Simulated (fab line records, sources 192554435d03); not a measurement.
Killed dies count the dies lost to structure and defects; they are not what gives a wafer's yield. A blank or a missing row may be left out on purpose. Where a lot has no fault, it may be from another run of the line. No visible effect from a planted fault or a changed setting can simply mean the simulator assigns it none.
Lot-split experiment -- flow n5 finfet -- 39 wafers read across 7 lots, on a route 1938 steps long

## SPLIT DETAILS
At N5_HKMG_FIN_ALD_71 (deposits TiN, target thk 1 nm, pulse time 1 s, purge time 3 s), the setting ald cycles was moved away from the recipe's 47 on 6 of the 39 wafers read, by +27.7% to +46.8%. The other wafers ran this setting at the recipe's value.

The reading is taken at the split's own step.

## THE READING
TiN_of_HKMG_FIN_ALD_71.thk nm (the simulator's own value, which no gauge read), in nm, at N5_HKMG_FIN_ALD_71 (deposits TiN, target thk 1 nm, pulse time 1 s, purge time 3 s). The file gives no usual value for it.

wafer,"tool, chamber at the split",ald cycles as run,against the recipe,"TiN_of_HKMG_FIN_ALD_71.thk nm, nm",against lot-mates on the recipe
L075.1,"ald metal-01, 0,3,2,1,0,3",47,recipe,1,-
L075.2,"ald metal-01, 0,3,2,1,0,3",47,recipe,1,-
L075.3,"ald metal-01, 0,3,2,1,0,3",47,recipe,1,-
L075.4,"ald metal-01, 0,3,2,1,0,3",47,recipe,1,-
L075.5,"ald metal-01, 0,3,2,1,0,3",47,recipe,1,-
L075.6,"ald metal-01, 0,3,2,1,0,3",47,recipe,1,-
L076.2,"ald metal-04, 2,1,1",47,recipe,1,-
L076.3,"ald metal-04, 2,1,1",47,recipe,1,-
L076.5,"ald metal-04, 2,1,1",47,recipe,1,-
L077.1,"ald metal-01, 3,2,0,1,0,3",47,recipe,1,-
L077.2,"ald metal-01, 3,2,0,1,0,3",47,recipe,1,-
L077.3,"ald metal-01, 3,2,0,1,0,3",47,recipe,1,-
L077.4,"ald metal-01, 3,2,0,1,0,3",47,recipe,1,-
L077.5,"ald metal-01, 3,2,0,1,0,3",47,recipe,1,-
L077.6,"ald metal-01, 3,2,0,1,0,3",47,recipe,1,-
L078.1,"ald metal-02, 1,3,2",69,+46.8%,1.4,+0.4
L078.4,"ald metal-02, 1,3,2",69,+46.8%,1.4,+0.4
L078.5,"ald metal-02, 1,3,2",69,+46.8%,1.4,+0.4
L078.2,"ald metal-02, 2,0,1",47,recipe,1,-
L078.3,"ald metal-02, 2,0,1",47,recipe,1,-
L078.6,"ald metal-02, 2,0,1",47,recipe,1,-
L086.1,"ald metal-02, 0,2,1,3,1,0",47,recipe,1,-
L086.2,"ald metal-02, 0,2,1,3,1,0",47,recipe,1,-
L086.3,"ald metal-02, 0,2,1,3,1,0",47,recipe,1,-
L086.4,"ald metal-02, 0,2,1,3,1,0",47,recipe,1,-
L086.5,"ald metal-02, 0,2,1,3,1,0",47,recipe,1,-
L086.6,"ald metal-02, 0,2,1,3,1,0",47,recipe,1,-
L092.1,"ald metal-04, 0,2,1,3,0,1",47,recipe,1,-
L092.2,"ald metal-04, 0,2,1,3,0,1",47,recipe,1,-
L092.3,"ald metal-04, 0,2,1,3,0,1",47,recipe,1,-
L092.4,"ald metal-04, 0,2,1,3,0,1",47,recipe,1,-
L092.5,"ald metal-04, 0,2,1,3,0,1",47,recipe,1,-
L092.6,"ald metal-04, 0,2,1,3,0,1",47,recipe,1,-
L094.1,"ald metal-01, 0,1,2",60,+27.7%,1.2,+0.2
L094.4,"ald metal-01, 0,1,2",60,+27.7%,1.2,+0.2
L094.5,"ald metal-01, 0,1,2",60,+27.7%,1.2,+0.2
L094.2,"ald metal-01, 3,2,3",47,recipe,1,-
L094.3,"ald metal-01, 3,2,3",47,recipe,1,-
L094.6,"ald metal-01, 3,2,3",47,recipe,1,-
If several chambers appear in one row, that row covers several wafers at once and the file leaves open which wafer was in which chamber.

THE FIT
A straight line over all 39 wafers: TiN_of_HKMG_FIN_ALD_71.thk nm changes by +0.00823 nm for each +1% of ald cycles; r = +1.00; the points scatter about the line by 0.0089 nm.
The same after taking each lot's own level away (the mean of its wafers on the recipe; 39 wafers): +0.00823 nm for each +1%; r = +1.00; scatter 0.0089 nm.
According to that fit, moving ald cycles by its largest amount changes the reading by 0.39 nm.
The lots' own levels span 1.00 to 1.00 nm.
Consequently the slope shifts little with the lot-to-lot level, the two slopes agreeing.
Check: for one of the wafers moved furthest among these (+46.8%), held out of the fit, the line's prediction against its lot-mates is +0.379 nm. Against them it came out at +0.4 nm.

## THE OTHER SPLITS THESE WAFERS WENT THROUGH
These wafers also went through other splits before the reading. Each is held against what the fit with the lots' levels taken away leaves over:
other split on the same wafers,wafers away from the commonest value,r with TiN_of_HKMG_FIN_ALD_71.thk nm (lot level and that fit taken away)
N5_FIN_SAQP_ETCH_65 time s,15,-0.10
N5_SD_EPI_N_ETCH_35 time s,15,+0.04

## THE FILE'S OWN FIT
TiN_of_HKMG_FIN_ALD_71.thk nm changes by +0.00821 nm for each +1% of ald cycles, r = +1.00.
